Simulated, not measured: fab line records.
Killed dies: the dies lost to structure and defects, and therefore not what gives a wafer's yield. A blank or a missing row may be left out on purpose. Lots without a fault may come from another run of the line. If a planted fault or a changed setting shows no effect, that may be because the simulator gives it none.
A struck lot beside a sound one    flow nandHarc    12 out of 1302 route steps
Sound: the wafers L678.1, L678.2, L678.6. Wafers struck: L686.1, L686.3, L686.6. The cause is given at the end.
For every step that has rows: the tool of each side, followed by ch and its chambers, followed by its first start. Under that, the readings that differ: sound wafers    struck wafers    difference of the means    sigmas: that difference in standard deviations of wafers without a fault.
alike: same words and numbers on both sides, and readings whose means sit less than 2 such deviations apart. not compared: any withheld reading, any reading some wafer has no value for, any bound like >300 that may hide the same value, and any number with overlapping values for which the record gives no deviation.
The two part at a step that has a row with sigmas, a row that says differs or no value, or rows on one side only. When numbers do not overlap yet have no deviation, they are printed without sigmas and do not part them. A reading missing from all wafers of one side parts the sides only when that side holds two or more wafers.

first, 1 step without rows for these wafers: NHARC_A_CHANNEL_FILL_D2_ANNEAL_22 (time 7200 s).
NHARC_A_CHANNEL_FILL_D2_ALD_25: deposits SiOx, target thk 60 nm, pulse time 10 s, ald cycles 600.
  sound on aldHk-03 ch 1,3, day 17 19:35; struck on aldHk-04 ch 1,2,3, day 21 05:16
  alike: heaterPowerW, precursorPulseHeightRel
NHARC_A_CHANNEL_FILL_D2_ETCHBACK_08: etches the open film in C4F8, target depth 220 nm, time 110 s.
  sound: rieDiel-09 ch 1,3; struck: rieDiel-09 ch 0,1,3
  alike: oesProductAu, rfVppV
  not compared: rfHoursCounterH
NHARC_A_CHANNEL_FILL_D2_STRIP_29: strips in O2, time 20 s.
  sound: rieDiel-09 ch 2,3; struck: rieDiel-09 ch 0,2
  alike: drypumpMotorCurrentA, o2FlowSccm, oesProductAu, rfVppV, showerheadPlenumPTorr, throttleValvePct
  not compared: rfHoursCounterH
then, 3 steps without rows for these wafers: NHARC_A_CHANNEL_FILL_D2_PRECLEAN_30 (cleans in dHF, time 30 s); NHARC_A_CHANNEL_FILL_D2_SRD_31; NHARC_A_CHANNEL_FILL_D2_CVD_09 (deposits poly-Si, target thk 150 nm, time 3000 s).
NHARC_A_CHANNEL_FILL_D2_CMP_10: polishes, target thk 150 nm.
  sound on cmp-04 ch 0,2, day 18 06:17; struck on cmp-04 ch 1,2,3, day 21 16:34
  alike: motorCurrentA, timeToEndpointS
then, 1 step without rows for these wafers: NHARC_A_CHANNEL_FILL_D2_SRD_12.
NHARC_A_CHANNEL_FILL_D2_RTA_24: time 5 s.
  sound on rtpAnneal-01 ch 0, day 18 06:41; struck on rtpAnneal-01 ch 0, day 21 17:20
  alike: lampPowerPct, lamp_zone_3_pct, wafer_temp_C_max
NHARC_A_CHANNEL_FILL_D2_INSPECT_13:
  sound: defectInspect-01 at day 18 06:53; struck: defectInspect-01 at day 21 17:32
  alike: rawDefectCount
NHARC_END_SORT_01:
  the record has rows for the sound wafers here (prober-02 ch 0, day 27 02:44) and none for the struck ones

## WHERE THEY PART
Only at NHARC_END_SORT_01, within this record.

WHY: the cause the simulator had injected
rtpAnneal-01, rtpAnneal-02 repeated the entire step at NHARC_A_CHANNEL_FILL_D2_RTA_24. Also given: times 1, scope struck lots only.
